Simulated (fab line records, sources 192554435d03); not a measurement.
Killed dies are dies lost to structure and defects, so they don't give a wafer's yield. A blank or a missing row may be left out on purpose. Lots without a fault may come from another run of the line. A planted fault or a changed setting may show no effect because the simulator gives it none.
Which tool did it? | flow n5_finfet | 11 lots, 31 wafers sampled, at 2 steps of a route of 1938

WHAT THE GAUGES READ, wafer by wafer
N5_BEOL_M8_CD_MEAS_28: target cd 40 nm.
lot  | measured     | on        | cd_nm (nm)
L765 | day 10 03:09 | cd_sem-01 | 40.13 40.47 40.02
L768 | day 10 20:20 | cd_sem-01 | 39.78 39.99 39.73
L766 | day 11 02:40 | cd_sem-03 | 39.85 39.94 39.81
L769 | day 11 06:00 | cd_sem-01 | 40.39 39.70 40.32
L770 | day 11 11:23 | cd_sem-03 | 39.70 39.68 39.96
L776 | day 13 05:20 | cd_sem-02 | 39.88 40.08 39.99
L778 | day 13 11:49 | cd_sem-01 | 40.04 39.65 39.66
L782 | day 14 06:10 | cd_sem-03 | 40.03 39.97
L781 | day 14 06:34 | cd_sem-01 | 40.04 40.42 40.28
L783 | day 14 06:23 | cd_sem-01 | 39.99 40.18
L785 | day 15 07:43 | cd_sem-02 | 39.96 39.97 39.21

WHICH TOOL RAN EACH LOT (tool, then ch and the chambers of the sampled wafers, then the start)
lot  | N5_BEOL_M8_STRIP_19
L765 | rie_diel-06 ch 0,2,3, day 10 02:46
L768 | rie_diel-02 ch 0,3, day 10 19:26
L766 | rie_diel-02 ch 1,3, day 10 22:19
L769 | rie_diel-05 ch 2,3, day 11 04:32
L770 | rie_diel-06 ch 1,3, day 11 08:41
L776 | rie_diel-02 ch 0,1,3, day 13 04:07
L778 | rie_diel-05 ch 1,2,3, day 13 11:26
L782 | rie_diel-06 ch 1,2, day 14 02:43
L781 | rie_diel-06 ch 0,2, day 14 04:17
L783 | rie_diel-02 ch 2, day 14 04:29
L785 | rie_diel-02 ch 0,2,3, day 15 03:35
- N5_BEOL_M8_STRIP_19: strips in O2.

THE ANSWER, worked out from the rows above alone
Rule: what is usual is taken from the lots themselves. Put in order of their means at a reading, lots are off if they are a third of the lots or fewer, leave a main group of 4 or more, and stand apart from it by a gap of 3 or more times the standard deviation of the main group's means; of several such gaps the widest counts. A main group whose means are all the same, to the digits that the tables above print for the reading, isn't used. A lot without any number at a reading at which 4 lots or more have one is off too. The other lots that the step has rows for count as sound.
No lot is off at any reading shown: from this, nothing can be told.

WHAT THE SIMULATOR HAD PUT IN
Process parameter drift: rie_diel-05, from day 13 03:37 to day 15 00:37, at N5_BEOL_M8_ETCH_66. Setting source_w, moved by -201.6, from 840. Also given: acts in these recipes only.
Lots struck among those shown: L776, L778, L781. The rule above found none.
